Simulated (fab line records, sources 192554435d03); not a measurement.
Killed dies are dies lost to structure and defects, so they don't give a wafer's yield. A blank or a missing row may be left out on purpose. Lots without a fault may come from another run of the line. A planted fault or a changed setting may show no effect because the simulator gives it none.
Split-lot experiment | flow n5_finfet | 7 lots, 21 wafers read, on a route of 1938 steps

THE SPLIT
At N5_FIN_SAQP_ETCH_65 (etches SiO2 in CF4, target depth 4 nm, time 4.4 s), the setting time_s was moved away from the recipe's 4.4 s on 8 of the 21 wafers read, by -19.3% to +22.2%. The other wafers ran this setting at the recipe's value.

The reading is taken at the split's own step.

THE READING
etch.depth_nm (the simulator's own value, which no gauge read), in nm, at N5_FIN_SAQP_ETCH_65 (etches SiO2 in CF4, target depth 4 nm, time 4.4 s). The file gives no usual value for it. The 13 wafers here that ran the recipe average 3.960 nm, standard deviation 0.049 nm.

wafer  | tool, chamber at the split | time_s as run, s | against the recipe | etch.depth_nm, nm | against lot-mates on the recipe
L074.4 | rie_si-03, 1               | 5.079            | +15.4%             | 4.472             | +0.570
L074.5 | rie_si-03, 1               | 4.4              | recipe             | 3.925             | -
L074.6 | rie_si-03, 0               | 4.4              | recipe             | 3.88              | -
L075.2 | rie_si-03, 1               | 5.377            | +22.2%             | 4.842             | no lot-mate on the recipe
L075.3 | rie_si-03, 2               | 5.377            | +22.2%             | 4.874             | no lot-mate on the recipe
L075.6 | rie_si-03, 0               | 5.377            | +22.2%             | 4.828             | no lot-mate on the recipe
L076.3 | rie_si-01, 3               | 4.4              | recipe             | 4.007             | -
L076.5 | rie_si-01, 2               | 4.4              | recipe             | 3.918             | -
L076.6 | rie_si-01, 3               | 4.714            | +7.1%              | 4.29              | +0.328
L080.1 | rie_si-03, 3               | 4.683            | +6.4%              | 4.228             | +0.251
L080.5 | rie_si-03, 3               | 4.4              | recipe             | 3.977             | -
L080.6 | rie_si-03, 2               | 4.683            | +6.4%              | 4.247             | +0.270
L085.3 | rie_si-01, 1               | 3.549            | -19.3%             | 3.197             | -0.771
L085.4 | rie_si-01, 2               | 4.4              | recipe             | 3.903             | -
L085.5 | rie_si-01, 3               | 4.4              | recipe             | 4.034             | -
L086.1 | rie_si-03, 3,1             | 4.4              | recipe             | 3.941             | -
L086.5 | rie_si-03, 3,1             | 4.4              | recipe             | 3.941             | -
L086.2 | rie_si-03, 1               | 4.4              | recipe             | 3.932             | -
L097.3 | rie_si-01, 1               | 4.4              | recipe             | 3.972             | -
L097.5 | rie_si-01, 3               | 4.4              | recipe             | 4.046             | -
L097.6 | rie_si-01, 0               | 4.4              | recipe             | 4.001             | -
Where a row lists several chambers, the file gives one row for several wafers and doesn't say which wafer went through which chamber.

THE FIT
A straight line over all 21 wafers: etch.depth_nm changes by +0.0394 nm for each +1% of time_s; r = +0.99; the points scatter about the line by 0.049 nm.
The same after taking each lot's own level away (the mean of its wafers on the recipe; 18 wafers): +0.0394 nm for each +1%; r = +0.99; scatter 0.036 nm.
On that fit, the largest move of time_s shifts the reading by 0.87 nm.
The lots' own levels span 3.9025 to 4.0063 nm, that is 2.1 times the standard deviation above.
So the lot-to-lot level changes the slope little: the two slopes agree.
Check: with one of the wafers moved furthest among these (-19.3%) left out of the fit, the line predicts -0.745 nm for it against its lot-mates. It came out at -0.771 nm against them.

OTHER SPLITS ON THESE WAFERS
These wafers also went through other splits before the reading. Each is held against what the fit with the lots' levels taken away leaves over:
other split on the same wafers                    | wafers away from the commonest value | r with etch.depth_nm (lot level and that fit taken away)
N5_ZERO_LAYER_EXPOSE_08 dose_mj                   | 2                                    | -0.51
N5_WELL_APT_COAT_02 spin_rpm                      | 8                                    | +0.09
N5_PMOS_HMC_CHANNEL_EPI_PEB_07 peb_time_s         | 6                                    | -0.03
N5_PMOS_HMC_CHANNEL_EPI_DEVELOP_08 develop_time_s | 7                                    | +0.26

THE FILE'S OWN FIT
etch.depth_nm changes by +0.0393 nm for each +1% of time_s, r = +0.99.
